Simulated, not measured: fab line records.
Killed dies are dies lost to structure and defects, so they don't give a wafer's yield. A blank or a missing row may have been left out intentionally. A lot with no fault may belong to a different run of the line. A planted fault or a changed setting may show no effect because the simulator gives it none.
Which tool was responsible? ; flow n5-finfet ; 24 lots with 72 wafers sampled at 4 steps, on a route of 1938 steps

WHAT THE GAUGES SHOWED, per wafer
N5_WELL_APT_INSPECT_10: inspects for defects (macro).
lot;measured;on;raw-defect-count
L074;day 1 13:52;defect-inspect-02;2 3 1
L075;day 1 19:52;defect-inspect-02;0 1 0
L076;day 2 01:48;defect-inspect-01;0 7 1
L077;day 2 07:44;defect-inspect-02;5 2 1
L078;day 2 13:38;defect-inspect-01;0 0 4
L079;day 2 19:50;defect-inspect-01;1 5 4
L080;day 3 02:05;defect-inspect-01;1 2 1
L081;day 3 08:02;defect-inspect-02;1 3 2
L082;day 3 13:44;defect-inspect-02;2 3 3
L083;day 3 19:59;defect-inspect-02;2 1 4
L084;day 4 02:19;defect-inspect-01;1 2 1
L085;day 4 07:47;defect-inspect-02;3 2 3
L086;day 4 13:52;defect-inspect-01;2 3 1
L087;day 4 19:44;defect-inspect-01;5 2 3
L088;day 5 01:52;defect-inspect-02;3 1 4
L089;day 5 07:46;defect-inspect-02;1 3 1
L090;day 5 14:08;defect-inspect-01;0 2 2
L091;day 5 19:46;defect-inspect-01;4 2 1
L092;day 6 01:49;defect-inspect-02;2 2 2
L093;day 6 07:45;defect-inspect-02;1 1 1
L094;day 6 13:52;defect-inspect-02;4 3 2
L095;day 6 19:39;defect-inspect-02;1 3 0
L096;day 7 02:01;defect-inspect-01;3 1 0
L097;day 7 07:44;defect-inspect-02;2 1 4

N5_WELL_APT_OVL_MEAS_26.
lot;measured;on;PWELL_OVL (nm)
L074;day 1 14:58;overlay-01;-7 -1 -8
L075;day 1 21:23;overlay-01;-4 -5 -6
L076;day 2 03:04;overlay-01;-6 9 7
L077;day 2 09:00;overlay-01;-9 0 -8
L078;day 2 14:52;overlay-01;1 2 -7
L079;day 2 21:20;overlay-01;-7 -3 -3
L080;day 3 03:35;overlay-01;-6 0 -10
L081;day 3 09:07;overlay-02;-4 -5 -4
L082;day 3 14:58;overlay-01;-8 -8 -8
L083;day 3 21:04;overlay-01;-14 -3 -11
L084;day 4 03:26;overlay-01;4 10 6
L085;day 4 09:01;overlay-02;-1 1 -3
L086;day 4 15:08;overlay-02;3 -17 8
L087;day 4 20:58;overlay-01;-15 -7 -6
L088;day 5 02:58;overlay-02;-8 5 -6
L089;day 5 09:01;overlay-02;3 1 -4
L090;day 5 15:17;overlay-01;-1 -7 -16
L091;day 5 20:52;overlay-01;7 6 4
L092;day 6 03:16;overlay-02;-8 3 -9
L093;day 6 10:04;overlay-01;1 -3 -5
L094;day 6 15:07;overlay-01;5 5 -11
L095;day 6 20:44;overlay-02;-9 -3 2
L096;day 7 03:07;overlay-01;-6 -3 -4
L097;day 7 08:54;overlay-01;-2 -2 -5

N5_WELL_APT_INSPECT_27: inspects for defects (macro).
lot;measured;on;raw-defect-count
L074;day 1 14:59;defect-inspect-02;5 1 2
L075;day 1 21:25;defect-inspect-01;1 1 5
L076;day 2 03:05;defect-inspect-01;5 1 2
L077;day 2 09:01;defect-inspect-02;1 3 0
L078;day 2 14:54;defect-inspect-01;2 0 0
L079;day 2 21:22;defect-inspect-01;2 2 1
L080;day 3 03:37;defect-inspect-01;3 0 3
L081;day 3 09:09;defect-inspect-02;3 1 5
L082;day 3 14:59;defect-inspect-01;2 4 3
L083;day 3 21:05;defect-inspect-02;2 1 1
L084;day 4 03:28;defect-inspect-02;2 3 2
L085;day 4 09:02;defect-inspect-01;1 4 2
L086;day 4 15:10;defect-inspect-02;4 2 0
L087;day 4 20:59;defect-inspect-01;2 4 1
L088;day 5 02:59;defect-inspect-02;1 2 2
L089;day 5 09:02;defect-inspect-02;3 3 4
L090;day 5 15:19;defect-inspect-01;5 3 2
L091;day 5 20:53;defect-inspect-01;2 2 3
L092;day 6 03:17;defect-inspect-02;3 2 1
L093;day 6 10:05;defect-inspect-02;3 0 2
L094;day 6 15:08;defect-inspect-02;2 1 1
L095;day 6 20:46;defect-inspect-02;4 0 0
L096;day 7 03:08;defect-inspect-01;3 5 3
L097;day 7 08:56;defect-inspect-01;4 2 2

TOOL THAT RAN EACH LOT (tool first, then ch and the chambers of the sampled wafers, then the start)
lot;N5_ZERO_LAYER_DESCUM_16
L074;rie-diel-02 ch 0,1,2, day 1 12:49
L075;rie-diel-02 ch 1,2,3, day 1 18:48
L076;rie-diel-03 ch 0,1,3, day 2 00:44
L077;rie-diel-04 ch 0,2,3, day 2 06:41
L078;rie-diel-03 ch 2,3, day 2 12:42
L079;rie-diel-03 ch 1,2,3, day 2 18:46
L080;rie-diel-04 ch 0,2,3, day 3 01:01
L081;rie-diel-03 ch 0,1,2, day 3 07:06
L082;rie-diel-03 ch 0,2,3, day 3 12:41
L083;rie-diel-02 ch 0,1,3, day 3 19:03
L084;rie-diel-03 ch 1,2, day 4 01:16
L085;rie-diel-02 ch 0,2,3, day 4 06:42
L086;rie-diel-02 ch 0,1,2, day 4 12:41
L087;rie-diel-02 ch 2,3, day 4 18:48
L088;rie-diel-04 ch 0,1,2, day 5 00:48
L089;rie-diel-02 ch 2,3, day 5 06:48
L090;rie-diel-04 ch 0,2,3, day 5 13:04
L091;rie-diel-02 ch 0,1,2, day 5 18:41
L092;rie-diel-04 ch 0,2,3, day 6 00:46
L093;rie-diel-04 ch 0,2,3, day 6 06:41
L094;rie-diel-03 ch 0,1,3, day 6 12:49
L095;rie-diel-04 ch 0,2,3, day 6 18:43
L096;rie-diel-02 ch 1,3, day 7 00:49
L097;rie-diel-03 ch 1,2,3, day 7 06:49
- N5_ZERO_LAYER_DESCUM_16: chemistry O2, time 7.9 s.

WHAT THE TOOLS THEMSELVES READ (means of the sampled wafers that have a number; where no wafer has one, the mark that the record gives instead)
N5_ZERO_LAYER_DESCUM_16.
lot;tool;drypump-motor-current-A (A);oes-product-au (a.u.);rf-vpp-V (V);showerhead-plenum-p-Torr (Torr);throttle-valve-pct (%)
L074;rie-diel-02;5.5;0.77;242.7;2.04;20.24
L075;rie-diel-02;5.7;0.74;242.4;2.06;20.10
L076;rie-diel-03;5.6;0.78;242.8;2.07;20.45
L077;rie-diel-04;5.7;0.73;243.1;2.08;20.57
L078;rie-diel-03;6.2;0.82;243.0;2.03;20.34
L079;rie-diel-03;5.7;0.77;243.7;2.07;20.38
L080;rie-diel-04;5.7;0.73;243.4;2.08;20.56
L081;rie-diel-03;5.7;0.74;242.8;2.06;20.43
L082;rie-diel-03;6.2;0.80;242.2;2.02;20.40
L083;rie-diel-02;5.9;0.76;242.4;2.07;20.20
L084;rie-diel-03;5.2;0.71;244.4;2.10;20.41
L085;rie-diel-02;5.7;0.72;244.3;2.11;20.35
L086;rie-diel-02;5.5;0.75;242.8;2.04;20.26
L087;rie-diel-02;5.5;0.69;243.9;2.10;20.27
L088;rie-diel-04;5.8;0.72;242.9;2.11;20.49
L089;rie-diel-02;5.9;0.69;244.0;2.12;20.22
L090;rie-diel-04;5.7;0.72;242.8;2.07;20.62
L091;rie-diel-02;5.5;0.74;242.2;2.03;20.27
L092;rie-diel-04;5.7;0.70;243.2;2.07;20.61
L093;rie-diel-04;5.7;0.71;243.0;2.07;20.62
L094;rie-diel-03;5.7;0.75;242.5;2.06;20.49
L095;rie-diel-04;5.7;0.70;243.1;2.07;20.62
L096;rie-diel-02;5.9;0.75;242.3;2.00;20.01
L097;rie-diel-03;5.7;0.74;241.8;2.06;20.41

THE ANSWER, worked out from the rows above alone
Rule: usual is defined by the lots themselves. Put in order of their means at a reading, lots are off if they are a third of the lots or fewer, leave a main group of 4 or more, and stand apart from it by a gap of 3 or more times the standard deviation of the main group's means; of several such gaps the widest counts. A main group whose means are all the same, to the digits that the tables above print for the reading, isn't used. A lot without any number at a reading at which 4 lots or more have one is off too. All remaining lots with rows at the step are treated as sound. First the gauges in route order, then the tools' own readings, where a lot's mean is used as printed above. At the first step where some lot is off, the reading lying furthest off is the one used; lots without a number count as furthest.
Nothing can be told from this: no lot is off at any reading shown.

WHAT WAS PUT IN BY THE SIMULATOR
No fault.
